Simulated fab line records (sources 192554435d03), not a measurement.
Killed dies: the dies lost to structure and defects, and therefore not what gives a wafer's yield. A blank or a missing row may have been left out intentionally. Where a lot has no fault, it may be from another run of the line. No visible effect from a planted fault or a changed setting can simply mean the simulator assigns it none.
Which tool did it?	flow n5_finfet	Sampling: 12 lots, 36 wafers, 6 of 1938 route steps

== WHAT THE GAUGES READ, wafer by wafer ==
N5_BEOL_M1_RS_MEAS_58: a four-point-probe measurement.
lot	measured	on	M1_RS (ohm/sq)
L075	day 7 00:05	film_metro-01	0.70 0.71 0.60
L077	day 7 02:02	film_metro-02	0.70 0.61 0.67
L079	day 7 16:10	film_metro-02	0.61 0.66 0.64
L081	day 8 03:59	film_metro-02	0.69 0.71 0.66
L083	day 8 17:54	film_metro-01	0.71 0.72 0.71
L085	day 9 07:50	film_metro-02	0.65 0.70 0.65
L087	day 10 09:26	film_metro-02	0.70 0.67 0.66
L089	day 10 12:46	film_metro-01	0.75 0.70 0.78
L091	day 11 00:37	film_metro-02	0.62 0.72 0.64
L093	day 11 19:51	film_metro-02	0.64 0.62 0.67
L095	day 11 23:02	film_metro-01	0.67 0.66 0.60
L097	day 12 09:32	film_metro-02	0.76 0.65 0.72

== TOOL THAT RAN EACH LOT (tool first, then ch and the chambers of the sampled wafers, then the start) ==
lot	N5_BEOL_M1_ETCH_63	N5_BEOL_M1_SURFACE_TREAT_85	N5_BEOL_M1_SPUTTER_81	N5_BEOL_M1_ANNEAL_82	N5_BEOL_M1_SPUTTER_92
L075	rie_diel-02 ch 0,2,3, day 6 15:38	pvd_sputter-01, day 6 20:57	pvd_sputter-01, day 6 21:43	pvd_sputter-01, day 6 21:47	pvd_sputter-01, day 6 22:35
L077	rie_diel-02 ch 0,2,3, day 6 17:22	pvd_sputter-02, day 6 22:01	pvd_sputter-02, day 6 23:28	pvd_sputter-02, day 6 23:33	pvd_sputter-02, day 7 00:21
L079	rie_diel-03 ch 0,2, day 7 05:04	pvd_sputter-01, day 7 12:58	pvd_sputter-03, day 7 13:48	pvd_sputter-03, day 7 13:53	pvd_sputter-03, day 7 14:41
L081	rie_diel-01 ch 1,3, day 7 21:02	pvd_sputter-01, day 8 00:55	pvd_sputter-01, day 8 01:36	pvd_sputter-01, day 8 01:41	pvd_sputter-01, day 8 02:29
L083	rie_diel-02 ch 0,2,3, day 8 07:05	pvd_sputter-02, day 8 14:47	pvd_sputter-02, day 8 15:32	pvd_sputter-02, day 8 15:37	pvd_sputter-02, day 8 16:25
L085	rie_diel-03 ch 0,1,3, day 8 23:41	pvd_sputter-03, day 9 04:32	pvd_sputter-02, day 9 05:24	pvd_sputter-02, day 9 05:29	pvd_sputter-02, day 9 06:17
L087	rie_diel-02 ch 0,3, day 9 12:51	pvd_sputter-01, day 10 04:28	pvd_sputter-01, day 10 06:49	pvd_sputter-01, day 10 06:53	pvd_sputter-01, day 10 07:41
L089	rie_diel-02 ch 0,1, day 10 04:17	pvd_sputter-03, day 10 09:38	pvd_sputter-01, day 10 10:22	pvd_sputter-01, day 10 10:27	pvd_sputter-01, day 10 11:15
L091	rie_diel-01 ch 0,1,3, day 10 13:15	pvd_sputter-01, day 10 21:33	pvd_sputter-01, day 10 22:13	pvd_sputter-01, day 10 22:17	pvd_sputter-01, day 10 23:05
L093	rie_diel-03 ch 0,2, day 11 04:57	pvd_sputter-02, day 11 16:20	pvd_sputter-03, day 11 17:29	pvd_sputter-03, day 11 17:34	pvd_sputter-03, day 11 18:22
L095	rie_diel-01 ch 1,2, day 11 16:02	pvd_sputter-01, day 11 19:59	pvd_sputter-01, day 11 20:40	pvd_sputter-01, day 11 20:44	pvd_sputter-01, day 11 21:32
L097	rie_diel-02 ch 0,1,2, day 11 23:14	pvd_sputter-03, day 12 05:48	pvd_sputter-01, day 12 06:52	pvd_sputter-01, day 12 06:56	pvd_sputter-01, day 12 07:44
- N5_BEOL_M1_ETCH_63: etches SiARC in CF4, target depth 15.6 nm, time 26 s.
- N5_BEOL_M1_SURFACE_TREAT_85
- N5_BEOL_M1_SPUTTER_81: material Cu, target thk 4.5 nm, time 8.29 s.
- N5_BEOL_M1_ANNEAL_82: time 240 s.
- N5_BEOL_M1_SPUTTER_92: material Cu, target thk 4.5 nm, time 8.29 s.

== THE ANSWER, worked out from the rows above alone ==
Rule: what is usual is taken from the lots themselves. The widest of any qualifying gaps counts: lots, ordered by their means at a reading, are off when they make up no more than a third of the lots, leave a main group of 4 or more, and stand apart from it by 3 or more times the standard deviation of that group's means. The tables above print the reading to a certain number of digits; a main group whose means all agree to those digits is not used. Also off: a lot with no number at a reading for which 4 or more lots have one. Where the step has rows for the other lots, those lots are counted as sound.
Across all readings shown, no lot is off: no conclusion can be drawn from this.

== WHAT THE SIMULATOR HAD INSERTED ==
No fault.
